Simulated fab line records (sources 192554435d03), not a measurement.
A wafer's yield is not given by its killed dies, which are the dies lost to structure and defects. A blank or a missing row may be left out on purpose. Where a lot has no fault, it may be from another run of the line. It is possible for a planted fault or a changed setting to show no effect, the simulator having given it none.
Problem report, 8D (eight disciplines) form, completed by code	flow n5-finfet	the parts of the form that need people (team, actions taken, sign-off) are left out

1. WHAT WENT WRONG
Wafers without a fault read 42.5 s, standard deviation 0.7; strip-time-to-endpoint-s at N5_BEOL_M12_STRIP_63 reads a mean of 46.8 s on 3 wafers belonging to 3 lots. That puts it +6.2 standard deviations away from the usual mean.
The step: strips in N2/H2.
The first sign was on wafer L493.6 at day 12 08:34, on plasma-asher-02. The record has a number at this step for 27 wafers belonging to 10 lots. Rule for "out", or "out of limits": more than 4 standard deviations from the usual mean. The other wafers with a number count as sound.

2. WHAT IT IS, WHAT IT ISN'T
question	is	is not
which readings at this step	strip-time-to-endpoint-s	drypump-motor-current-A, heater-power-w, oes-product-au, temp-c
which lots	L493, L494, L495	L486, L487, L489, L501, L506, L507, L508
which wafers of those lots	L493.6, L494.6, L495.4	L493.2, L494.2, L495.2
read on which tools	plasma-asher-01, plasma-asher-02	-
when	from day 12 08:34	up to then (10 sound wafers); but 14 sound wafers of L494, L495, L501, L506, L507, L508 came after

3. THE SUSPECTS, EACH WITH WHAT RULES IT OUT
Counting: any tool at a process step up to the reading remains a suspect provided it ran every lot that is out. Sound lots after the first of them don't rule it out here, since some wafers of a struck lot are sound.
- rie-diel-04 at N5_BEOL_M12_ETCH_59 (etches BARC in N2/H2, target depth 89 nm, overetch 26.7 nm, time 67.9 s): kept. It processed each lot that is out (first: L493, day 12 08:19); up to then, its last sound lot is L487 (day 11 07:33).
Remaining after the count: rie-diel-04 at N5_BEOL_M12_ETCH_59.

4. THE CAUSE (what the simulator had put in)
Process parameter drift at N5_BEOL_M12_ETCH_59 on rie-diel-04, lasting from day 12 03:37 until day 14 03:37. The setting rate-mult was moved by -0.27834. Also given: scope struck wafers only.
The count eliminated every tool but this one.

5. SEQUENCE OF EFFECTS, ordered by route
One row per reading whose mean, taken over the struck wafers that have a number, lies over 3 standard deviations from the usual. Only readings for which the record gives a usual standard deviation are gone through. hours: the time from each lot's start at the first step in this table that gives one to its start at this step, as a median over the lots. sigmas: the change in usual standard deviations.
hours	step	reading	usual	on struck wafers	change	sigmas
0	N5_BEOL_M12_STRIP_63	strip-time-to-endpoint-s	42.5 s	46.8	+4.3	+6.2
0	N5_BEOL_M12_CD_MEAS_17	cd-nm	140.9 nm	136.3	-4.6	-3.1
It contains these process steps:
- N5_BEOL_M12_STRIP_63: strips in N2/H2.

6. HOW IT WOULD HAVE BEEN CAUGHT EARLIER
The fault began at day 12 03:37; the first out-of-limits reading in this record came at day 12 08:34, 5 hours later.
An alarm limit of 4 standard deviations would not have fired on the tool readings at N5_BEOL_M12_ETCH_59 for which the record gives a usual standard deviation, since none of them was out on any struck wafer.
Of the lots that are out (3), L494, L495 began N5_BEOL_M12_ETCH_59 on rie-diel-04 after day 12 08:34. A hold on the tool at that time would have spared those 2.
